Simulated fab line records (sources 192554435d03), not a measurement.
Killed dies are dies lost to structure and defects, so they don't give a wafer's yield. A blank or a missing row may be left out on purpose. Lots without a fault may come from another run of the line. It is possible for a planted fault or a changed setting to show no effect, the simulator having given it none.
fab line records / flow n5Finfet
record: lots: 6 wafers: 17 lastDay: 17
route steps=1938 shown BEOL_M9@1452
lots untouched by any fault: they come from a run of this same line in which no faults occurred
startH: the number of hours between the record's first day and the start of the first shown wafer of the lot / waitH: time in hours since the lot's previous step / " identical to the entry in the row above / L1.1+2: a single row standing in for several wafers / - no value, or no start given / * or withheld: withheld / < > ~ a bound
route shown NAME@n: names a module that has steps shown in the file, with the first one's number in the route / usual: mean/standard deviation taken from wafers without a fault / same: alike in all rows / chamber/n: place in a boat / sites: the reading at each site / _std_site: the standard deviation of these / _edge_site: the outer-site mean with the inner-site mean subtracted / radiusMm: for every site, how far away it sits from the centre of the wafer / mask NAME#n: copy n / behind: the tool/chamber that last shaped the wafer / hold: reason for holding the lot/hours on hold/outcome of the hold / device: which transistor (n, p or np) failed to switch / end of line: the tests these same wafers got at the end of their route / step lacking rows: just its recipe / killed: count of dies lost to structure and defects at first sort (not the wafer's yield) / map: shows each die of a wafer: x if killed, . if not, _ if none is there
set.NAME: setting as actually run; set.NAME@STEP: the setting as run at that earlier step / model.NAME: the simulator's own value behind a step, which no gauge read
lots seen at some steps along the route; tables by step, rows by wafer
services: a tool's chamber out of use, with start hour (startH, from the record's first day; less than 0 if before it), hours out, and reason
== steps ==
step: N5_BEOL_M9_PRECLEAN_42
recipe: chemistry: residueRemover timeS: 60 tempC: 40
step: N5_BEOL_M9_SRD_43
recipe: timeS: 30 tempC: 23 rinseLiquid: diw dry: ipaMarangoni
step: N5_BEOL_M9_CD_MEAS_35
recipe: targetCdNm: 70 targetCdYNm: 40 polarity: opening
usual: cdNm: 70.0/0.56
lot.wafer=L989.1 tool=cdSem-02 chamber=- startH=250.24 waitH=0.0 cdNm=69.7
lot.wafer=L989.2 tool=cdSem-02 chamber=- startH=250.24 waitH=0.0 cdNm=69.3
lot.wafer=L989.4 tool=cdSem-02 chamber=- startH=250.24 waitH=0.0 cdNm=69.3
lot.wafer=L991.2 tool=cdSem-02 chamber=- startH=258.94 waitH=0.0 cdNm=70.4
lot.wafer=L991.3 tool=cdSem-02 chamber=- startH=258.94 waitH=0.0 cdNm=71.0
lot.wafer=L991.4 tool=cdSem-02 chamber=- startH=258.94 waitH=0.0 cdNm=71.0
lot.wafer=L993.3 tool=cdSem-01 chamber=- startH=279.68 waitH=0.0 cdNm=70.6
lot.wafer=L993.5 tool=cdSem-01 chamber=- startH=279.68 waitH=0.0 cdNm=69.5
lot.wafer=L104.2 tool=cdSem-01 chamber=- startH=320.13 waitH=0.0 cdNm=69.2
lot.wafer=L104.3 tool=cdSem-01 chamber=- startH=320.13 waitH=0.0 cdNm=69.2
lot.wafer=L104.6 tool=cdSem-01 chamber=- startH=320.13 waitH=0.0 cdNm=69.8
lot.wafer=L105.2 tool=cdSem-02 chamber=- startH=342.40 waitH=0.0 cdNm=69.6
lot.wafer=L105.3 tool=cdSem-02 chamber=- startH=342.40 waitH=0.0 cdNm=69.6
lot.wafer=L105.6 tool=cdSem-02 chamber=- startH=342.40 waitH=0.0 cdNm=69.2
lot.wafer=L108.2 tool=cdSem-01 chamber=- startH=354.87 waitH=0.0 cdNm=71.0
lot.wafer=L108.3 tool=cdSem-01 chamber=- startH=354.87 waitH=0.0 cdNm=70.3
lot.wafer=L108.4 tool=cdSem-01 chamber=- startH=354.87 waitH=0.0 cdNm=70.5
step: N5_BEOL_M9_CURE_72
recipe: tempC: 370 timeS: 120 ambient: DMADMS/He material: SiCOH_lowk
usual: lampPowerPct: 52.32/0.057 wafer_temp_C_max: 371.8/0.91
lot.wafer=L989.1 tool=uvCure-01 chamber=2 startH=250.28 waitH=0.0 lampPowerPct=52.36 wafer_temp_C_max=371.8
lot.wafer=L989.2 tool=uvCure-01 chamber=2 startH=250.28 waitH=0.0 lampPowerPct=52.26 wafer_temp_C_max=372.0
lot.wafer=L989.4 tool=uvCure-01 chamber=2 startH=250.28 waitH=0.0 lampPowerPct=52.30 wafer_temp_C_max=371.5
lot.wafer=L991.2 tool=uvCure-01 chamber=1 startH=259.03 waitH=0.1 lampPowerPct=52.36 wafer_temp_C_max=370.6
lot.wafer=L991.3 tool=uvCure-01 chamber=1 startH=259.03 waitH=0.1 lampPowerPct=52.38 wafer_temp_C_max=371.4
lot.wafer=L991.4 tool=uvCure-01 chamber=1 startH=259.03 waitH=0.1 lampPowerPct=52.26 wafer_temp_C_max=371.3
lot.wafer=L993.3 tool=uvCure-01 chamber=1 startH=280.08 waitH=0.4 lampPowerPct=52.35 wafer_temp_C_max=371.1
lot.wafer=L993.5 tool=uvCure-01 chamber=1 startH=280.08 waitH=0.4 lampPowerPct=52.38 wafer_temp_C_max=370.8
lot.wafer=L104.2 tool=uvCure-02 chamber=2 startH=320.22 waitH=0.1 lampPowerPct=52.27 wafer_temp_C_max=372.9
lot.wafer=L104.3 tool=uvCure-02 chamber=2 startH=320.22 waitH=0.1 lampPowerPct=52.34 wafer_temp_C_max=372.3
lot.wafer=L104.6 tool=uvCure-02 chamber=2 startH=320.22 waitH=0.1 lampPowerPct=52.38 wafer_temp_C_max=375.0
lot.wafer=L105.2 tool=uvCure-01 chamber=1 startH=342.49 waitH=0.1 lampPowerPct=52.25 wafer_temp_C_max=371.1
lot.wafer=L105.3 tool=uvCure-01 chamber=1 startH=342.49 waitH=0.1 lampPowerPct=52.40 wafer_temp_C_max=371.2
lot.wafer=L105.6 tool=uvCure-01 chamber=1 startH=342.49 waitH=0.1 lampPowerPct=52.35 wafer_temp_C_max=371.2
lot.wafer=L108.2 tool=uvCure-03 chamber=2 startH=354.96 waitH=0.1 lampPowerPct=52.34 wafer_temp_C_max=371.5
lot.wafer=L108.3 tool=uvCure-03 chamber=2 startH=354.96 waitH=0.1 lampPowerPct=52.32 wafer_temp_C_max=371.3
lot.wafer=L108.4 tool=uvCure-03 chamber=2 startH=354.96 waitH=0.1 lampPowerPct=52.43 wafer_temp_C_max=371.9
step: N5_BEOL_M9_DEGAS_44
recipe: ambient: vacuum tempC: 250 timeS: 60
step: N5_BEOL_M9_PRE_CLEAN_45
recipe: gas: H2/He timeS: 30 tempC: 250
usual: heaterPowerW: 313/29
lot.wafer=L989.1 tool=pvdSputter-01 chamber=- startH=251.09 waitH=0.0 heaterPowerW=302
lot.wafer=L989.2 tool=pvdSputter-01 chamber=- startH=251.09 waitH=0.0 heaterPowerW=305
lot.wafer=L989.4 tool=pvdSputter-01 chamber=- startH=251.09 waitH=0.0 heaterPowerW=284
lot.wafer=L991.2 tool=pvdSputter-01 chamber=- startH=259.83 waitH=0.0 heaterPowerW=301
lot.wafer=L991.3 tool=pvdSputter-01 chamber=- startH=259.83 waitH=0.0 heaterPowerW=301
lot.wafer=L991.4 tool=pvdSputter-01 chamber=- startH=259.83 waitH=0.0 heaterPowerW=287
lot.wafer=L993.3 tool=pvdSputter-02 chamber=- startH=280.58 waitH=0.0 heaterPowerW=302
lot.wafer=L993.5 tool=pvdSputter-02 chamber=- startH=280.58 waitH=0.0 heaterPowerW=307
lot.wafer=L104.2 tool=pvdSputter-03 chamber=- startH=320.76 waitH=0.0 heaterPowerW=305
lot.wafer=L104.3 tool=pvdSputter-03 chamber=- startH=320.76 waitH=0.0 heaterPowerW=328
lot.wafer=L104.6 tool=pvdSputter-03 chamber=- startH=320.76 waitH=0.0 heaterPowerW=316
lot.wafer=L105.2 tool=pvdSputter-03 chamber=- startH=344.24 waitH=0.0 heaterPowerW=354
lot.wafer=L105.3 tool=pvdSputter-03 chamber=- startH=344.24 waitH=0.0 heaterPowerW=326
lot.wafer=L105.6 tool=pvdSputter-03 chamber=- startH=344.24 waitH=0.0 heaterPowerW=328
lot.wafer=L108.2 tool=pvdSputter-01 chamber=- startH=355.54 waitH=0.0 heaterPowerW=301
lot.wafer=L108.3 tool=pvdSputter-01 chamber=- startH=355.54 waitH=0.0 heaterPowerW=286
lot.wafer=L108.4 tool=pvdSputter-01 chamber=- startH=355.54 waitH=0.0 heaterPowerW=303
step: N5_BEOL_M9_ALD_74
recipe: material: TaN targetThkA: 20 tempC: 275 aldPrecursorFamily: PDMAT aldCoReactant: NH3 pressureTorr: 3 carrierFlowSccm: 1500 pulseTimeS: 2 purgeTimeS: 3 coReactantPurgeTimeS: 2 coReactantPulseTimeS: 3 aldCycles: 40 precursorVesselTempC: 75 precursorVesselPressureTorr: 26.25 precursorVesselCarrierSccm: 1000
usual: heaterPowerW: 412/33
lot.wafer=L989.1 tool=aldMetal-03 chamber=1 startH=251.15 waitH=0.0 heaterPowerW=417
lot.wafer=L989.2 tool=aldMetal-03 chamber=0 startH=251.15 waitH=0.0 heaterPowerW=442
lot.wafer=L989.4 tool=aldMetal-03 chamber=3 startH=251.15 waitH=0.0 heaterPowerW=406
lot.wafer=L991.2 tool=aldMetal-03 chamber=0 startH=259.98 waitH=0.1 heaterPowerW=445
lot.wafer=L991.3 tool=aldMetal-03 chamber=2 startH=259.98 waitH=0.1 heaterPowerW=472
lot.wafer=L991.4 tool=aldMetal-03 chamber=1 startH=259.98 waitH=0.1 heaterPowerW=407
lot.wafer=L993.3 tool=aldMetal-02 chamber=0 startH=280.78 waitH=0.2 heaterPowerW=338
lot.wafer=L993.5 tool=aldMetal-02 chamber=2 startH=280.78 waitH=0.2 heaterPowerW=413
lot.wafer=L104.2 tool=aldMetal-02 chamber=1 startH=320.92 waitH=0.1 heaterPowerW=392
lot.wafer=L104.3 tool=aldMetal-02 chamber=0 startH=320.92 waitH=0.1 heaterPowerW=338
lot.wafer=L104.6 tool=aldMetal-02 chamber=1 startH=320.92 waitH=0.1 heaterPowerW=398
lot.wafer=L105.2 tool=aldMetal-02 chamber=2 startH=344.30 waitH=0.0 heaterPowerW=410
lot.wafer=L105.3 tool=aldMetal-02 chamber=1 startH=344.30 waitH=0.0 heaterPowerW=385
lot.wafer=L105.6 tool=aldMetal-02 chamber=1 startH=344.30 waitH=0.0 heaterPowerW=404
lot.wafer=L108.2 tool=aldMetal-02 chamber=3 startH=355.61 waitH=0.0 heaterPowerW=426
lot.wafer=L108.3 tool=aldMetal-02 chamber=0 startH=355.61 waitH=0.0 heaterPowerW=333
lot.wafer=L108.4 tool=aldMetal-02 chamber=1 startH=355.61 waitH=0.0 heaterPowerW=388
step: N5_BEOL_M9_SURFACE_TREAT_79
recipe: gas: Ar timeS: * ionEnergyEv: * ionCurrentMaCm2: 0.5 pressureMtorr: * arFlowSccm: 30
usual: throttleValvePct: *
lot.wafer=L989.1 tool=pvdSputter-02 chamber=- startH=251.66 waitH=0.4 throttleValvePct=*
lot.wafer=L989.2 tool=pvdSputter-02 chamber=- startH=251.66 waitH=0.4 throttleValvePct=*
lot.wafer=L989.4 tool=pvdSputter-02 chamber=- startH=251.66 waitH=0.4 throttleValvePct=*
lot.wafer=L991.2 tool=pvdSputter-01 chamber=- startH=260.37 waitH=0.3 throttleValvePct=*
lot.wafer=L991.3 tool=pvdSputter-01 chamber=- startH=260.37 waitH=0.3 throttleValvePct=*
lot.wafer=L991.4 tool=pvdSputter-01 chamber=- startH=260.37 waitH=0.3 throttleValvePct=*
lot.wafer=L993.3 tool=pvdSputter-01 chamber=- startH=281.13 waitH=0.2 throttleValvePct=*
lot.wafer=L993.5 tool=pvdSputter-01 chamber=- startH=281.13 waitH=0.2 throttleValvePct=*
lot.wafer=L104.2 tool=pvdSputter-02 chamber=- startH=321.23 waitH=0.2 throttleValvePct=*
lot.wafer=L104.3 tool=pvdSputter-02 chamber=- startH=321.23 waitH=0.2 throttleValvePct=*
lot.wafer=L104.6 tool=pvdSputter-02 chamber=- startH=321.23 waitH=0.2 throttleValvePct=*
lot.wafer=L105.2 tool=pvdSputter-03 chamber=- startH=344.60 waitH=0.2 throttleValvePct=*
lot.wafer=L105.3 tool=pvdSputter-03 chamber=- startH=344.60 waitH=0.2 throttleValvePct=*
lot.wafer=L105.6 tool=pvdSputter-03 chamber=- startH=344.60 waitH=0.2 throttleValvePct=*
lot.wafer=L108.2 tool=pvdSputter-01 chamber=- startH=355.96 waitH=0.2 throttleValvePct=*
lot.wafer=L108.3 tool=pvdSputter-01 chamber=- startH=355.96 waitH=0.2 throttleValvePct=*
lot.wafer=L108.4 tool=pvdSputter-01 chamber=- startH=355.96 waitH=0.2 throttleValvePct=*
step: N5_BEOL_M9_CVD_78
recipe: material: Co targetThkA: 20 tempC: withheld precursor: CCTBA/H2 pressureTorr: 30 timeS: 138.9
step: N5_BEOL_M9_SPUTTER_48
recipe: material: Cu targetThkA: 120 tempC: -20 biasV: 60 powerW: 26000 chamberPressurePa: 0.13 timeS: 2
usual: throttleValvePct: 29.5/0.76
lot.wafer=L989.1 tool=pvdSputter-02 chamber=- startH=251.88 waitH=0.1 throttleValvePct=29.7
lot.wafer=L989.2 tool=pvdSputter-02 chamber=- startH=251.88 waitH=0.1 throttleValvePct=27.9
lot.wafer=L989.4 tool=pvdSputter-02 chamber=- startH=251.88 waitH=0.1 throttleValvePct=30.4
lot.wafer=L991.2 tool=pvdSputter-01 chamber=- startH=260.65 waitH=0.1 throttleValvePct=30.5
lot.wafer=L991.3 tool=pvdSputter-01 chamber=- startH=260.65 waitH=0.1 throttleValvePct=28.4
lot.wafer=L991.4 tool=pvdSputter-01 chamber=- startH=260.65 waitH=0.1 throttleValvePct=29.8
lot.wafer=L993.3 tool=pvdSputter-03 chamber=- startH=281.37 waitH=0.1 throttleValvePct=29.1
lot.wafer=L993.5 tool=pvdSputter-03 chamber=- startH=281.37 waitH=0.1 throttleValvePct=29.1
lot.wafer=L104.2 tool=pvdSputter-03 chamber=- startH=321.76 waitH=0.1 throttleValvePct=28.6
lot.wafer=L104.3 tool=pvdSputter-03 chamber=- startH=321.76 waitH=0.1 throttleValvePct=29.2
lot.wafer=L104.6 tool=pvdSputter-03 chamber=- startH=321.76 waitH=0.1 throttleValvePct=28.6
lot.wafer=L105.2 tool=pvdSputter-03 chamber=- startH=344.80 waitH=0.1 throttleValvePct=29.1
lot.wafer=L105.3 tool=pvdSputter-03 chamber=- startH=344.80 waitH=0.1 throttleValvePct=28.6
lot.wafer=L105.6 tool=pvdSputter-03 chamber=- startH=344.80 waitH=0.1 throttleValvePct=28.5
lot.wafer=L108.2 tool=pvdSputter-03 chamber=- startH=356.16 waitH=0.1 throttleValvePct=28.6
lot.wafer=L108.3 tool=pvdSputter-03 chamber=- startH=356.16 waitH=0.1 throttleValvePct=29.5
lot.wafer=L108.4 tool=pvdSputter-03 chamber=- startH=356.16 waitH=0.1 throttleValvePct=30.0
step: N5_BEOL_M9_ECD_50
recipe: material: Cu targetThkA: 3180
step: N5_BEOL_M9_ANNEAL_51
recipe: tempC: 225 timeS: 90 ambient: N2
step: N5_BEOL_M9_CMP_52
recipe: stopOn: SiCOH_lowk tOverpolishS: 7 downForcePsi: 1 platenRpm: 50 clearingPlatenDownForcePsi: 1.5 clearingPlatenRpm: 50 postCmpClean: cuAlkaline targetThkNm: 140 clearingPlatenPadVelocityMS: 0.99484 padVelocityMS: 0.99484
usual: barrierFieldEndpointS: 29.2/0.72 edgeZonePressureFrac: 1.000/0.0047 motorCurrentA: 5.8/0.94 overpolishRunS: 7.001/0.0086 timeToEndpointS: 67.1/2.9
lot.wafer=L989.2 tool=cmp-01 chamber=0 startH=252.51 waitH=0.2 barrierFieldEndpointS=30.0 edgeZonePressureFrac=1.000 motorCurrentA=4.5 overpolishRunS=7.000 timeToEndpointS=71.1
lot.wafer=L989.4 tool=cmp-01 chamber=1 startH=252.51 waitH=0.2 barrierFieldEndpointS=29.6 edgeZonePressureFrac=1.001 motorCurrentA=5.7 overpolishRunS=7.003 timeToEndpointS=67.5
lot.wafer=L989.1 tool=cmp-01 chamber=2 startH=252.51 waitH=0.2 barrierFieldEndpointS=30.0 edgeZonePressureFrac=0.994 motorCurrentA=6.0 overpolishRunS=7.018 timeToEndpointS=65.3
lot.wafer=L991.3 tool=cmp-01 chamber=3 startH=261.18 waitH=0.2 barrierFieldEndpointS=28.6 edgeZonePressureFrac=0.998 motorCurrentA=6.6 overpolishRunS=6.996 timeToEndpointS=65.5
lot.wafer=L991.4 tool=cmp-01 chamber=1 startH=261.18 waitH=0.2 barrierFieldEndpointS=28.9 edgeZonePressureFrac=0.998 motorCurrentA=5.9 overpolishRunS=7.008 timeToEndpointS=66.6
lot.wafer=L991.2 tool=cmp-01 chamber=2 startH=261.18 waitH=0.2 barrierFieldEndpointS=15.7 edgeZonePressureFrac=1.002 motorCurrentA=5.7 overpolishRunS=7.002 timeToEndpointS=34.0
lot.wafer=L993.3 tool=cmp-01 chamber=0 startH=282.00 waitH=0.2 barrierFieldEndpointS=29.8 edgeZonePressureFrac=1.007 motorCurrentA=4.7 overpolishRunS=7.009 timeToEndpointS=70.9
lot.wafer=L993.5 tool=cmp-01 chamber=0 startH=282.00 waitH=0.2 barrierFieldEndpointS=16.9 edgeZonePressureFrac=0.999 motorCurrentA=4.9 overpolishRunS=7.004 timeToEndpointS=39.9
lot.wafer=L104.3 tool=cmp-03 chamber=3 startH=323.27 waitH=0.2 barrierFieldEndpointS=28.8 edgeZonePressureFrac=0.995 motorCurrentA=7.5 overpolishRunS=6.998 timeToEndpointS=64.6
lot.wafer=L104.2 tool=cmp-03 chamber=1 startH=323.27 waitH=0.2 barrierFieldEndpointS=29.0 edgeZonePressureFrac=1.002 motorCurrentA=7.3 overpolishRunS=7.011 timeToEndpointS=67.2
lot.wafer=L104.6 tool=cmp-03 chamber=3 startH=323.27 waitH=0.2 barrierFieldEndpointS=29.6 edgeZonePressureFrac=1.003 motorCurrentA=7.6 overpolishRunS=6.988 timeToEndpointS=64.9
lot.wafer=L105.2 tool=cmp-02 chamber=1 startH=345.40 waitH=0.3 barrierFieldEndpointS=28.3 edgeZonePressureFrac=0.993 motorCurrentA=6.9 overpolishRunS=6.994 timeToEndpointS=63.7
lot.wafer=L105.3 tool=cmp-02 chamber=2 startH=345.40 waitH=0.3 barrierFieldEndpointS=28.3 edgeZonePressureFrac=0.997 motorCurrentA=6.8 overpolishRunS=6.991 timeToEndpointS=63.1
lot.wafer=L105.6 tool=cmp-02 chamber=0 startH=345.40 waitH=0.3 barrierFieldEndpointS=28.6 edgeZonePressureFrac=0.999 motorCurrentA=5.1 overpolishRunS=7.008 timeToEndpointS=64.4
lot.wafer=L108.2 tool=cmp-01 chamber=3 startH=357.07 waitH=0.2 barrierFieldEndpointS=29.2 edgeZonePressureFrac=1.005 motorCurrentA=6.4 overpolishRunS=6.999 timeToEndpointS=71.7
lot.wafer=L108.3 tool=cmp-01 chamber=1 startH=357.07 waitH=0.2 barrierFieldEndpointS=29.9 edgeZonePressureFrac=1.005 motorCurrentA=5.9 overpolishRunS=6.989 timeToEndpointS=70.0
lot.wafer=L108.4 tool=cmp-01 chamber=2 startH=357.07 waitH=0.2 barrierFieldEndpointS=29.4 edgeZonePressureFrac=0.995 motorCurrentA=5.7 overpolishRunS=7.003 timeToEndpointS=66.7
== services ==
tool=aldMetal-03 chamber=- startH=230.14 hours=8.7 kind=pm
tool=cmp-02 chamber=- startH=237.50 hours=1.2 kind=repair
tool=uvCure-02 chamber=- startH=238.24 hours=6.0 kind=pm
tool=cmp-02 chamber=- startH=244.44 hours=0.2 kind=repair
tool=cmp-02 chamber=- startH=255.96 hours=2.2 kind=repair
tool=cmp-03 chamber=- startH=256.25 hours=2.7 kind=repair
tool=uvCure-03 chamber=- startH=271.63 hours=2.1 kind=pm
tool=cmp-02 chamber=- startH=271.97 hours=4.0 kind=pm
tool=uvCure-03 chamber=- startH=287.93 hours=0.3 kind=repair
tool=cmp-01 chamber=- startH=291.37 hours=5.3 kind=repair
tool=uvCure-01 chamber=- startH=299.81 hours=3.4 kind=pm
tool=aldMetal-02 chamber=0 startH=300.13 hours=4.0 kind=repair
tool=uvCure-02 chamber=- startH=305.01 hours=7.5 kind=pm
tool=cmp-03 chamber=- startH=309.49 hours=1.3 kind=repair
tool=cmp-01 chamber=- startH=314.33 hours=3.1 kind=pm
tool=uvCure-01 chamber=- startH=318.78 hours=1.0 kind=pm
tool=aldMetal-03 chamber=2 startH=325.33 hours=21.9 kind=repair
tool=aldMetal-02 chamber=1 startH=330.24 hours=7.3 kind=repair
tool=uvCure-01 chamber=- startH=331.47 hours=2.3 kind=repair
tool=aldMetal-03 chamber=0 startH=333.38 hours=20.3 kind=repair
tool=aldMetal-02 chamber=2 startH=335.98 hours=4.2 kind=repair
tool=uvCure-01 chamber=- startH=343.58 hours=1.4 kind=repair
tool=aldMetal-03 chamber=3 startH=344.35 hours=6.9 kind=repair
tool=cmp-01 chamber=- startH=355.21 hours=1.7 kind=repair
== key ==
firstSign: step: N5_BEOL_M9_CMP_52 reading: barrierFieldEndpointS direction: down sigmas: 18 usual: 29.2 struck: 16.3
effect: step: N5_BEOL_M9_CMP_52 reading: timeToEndpointS direction: down sigmas: 10 usual: * struck: *
metAt N5_BEOL_M9_CMP_52
struckWafers L991.2,L993.5
onsetBetween 252.51 261.18
fault: kind: processParameterDrift tool: cmp-01 chamber: - onsetH: 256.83 steps: N5_BEOL_M9_CMP_52 channel: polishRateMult offset: 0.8 shape: step endH: 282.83 scope: struckWafersOnly
